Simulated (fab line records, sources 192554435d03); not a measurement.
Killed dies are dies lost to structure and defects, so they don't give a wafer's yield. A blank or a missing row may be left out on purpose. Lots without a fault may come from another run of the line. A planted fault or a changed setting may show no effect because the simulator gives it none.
Chamber matching | flow n5_finfet | N5_FIN_SAQP_PECVD_06 on pecvd-01: 3 sister chambers
The step deposits a-Si from SiH4/He, target thk 60 nm, time 48.1 s. 3 wafers are shown with their chamber, then 9 later ones without.

WAFERS WITH THEIR CHAMBER
wafer  | chamber | showerhead_plenum_p_Torr (Torr)
L093.2 | 1       | 5.66
L093.4 | 2       | 5.71
L093.6 | 0       | 5.82

WAFERS WITHOUT THEIR CHAMBER
wafer  | showerhead_plenum_p_Torr (Torr)
L094.1 | 5.81
L094.2 | 5.66
L094.6 | 5.66
L095.1 | 5.80
L095.5 | 5.70
L095.6 | 5.67
L096.1 | 5.69
L096.2 | 5.68
L096.6 | 5.70

WHICH CHAMBER EACH WENT THROUGH
wafer  | from the rows above     | in truth
L094.1 | 0                       | 0
L094.2 | 1                       | 1
L094.6 | 1                       | 1
L095.1 | 0                       | 0
L095.5 | 2                       | 2
L095.6 | 1                       | 1
L096.1 | can't be placed: 2 or 1 | 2
L096.2 | can't be placed: 1 or 2 | 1
L096.6 | 2                       | 2
Placed correctly: 7 of 9. Can't be placed from these rows: 2 (the true chamber is among the candidates in 2). Placed wrongly: 0.
How it was worked out, from the rows above alone: a wafer's distance from a chamber is the root of the sum, over the readings, of the square of ((its reading less the chamber's mean) divided by the reading's scatter). The wafer belongs to the nearest chamber; if the next one is less than 2 further off, it can't be placed. A chamber's mean is the mean of its shown wafers. The scatter: with one shown wafer a chamber, the root of the mean of the squares of how far each hidden wafer lies from its nearest shown one.
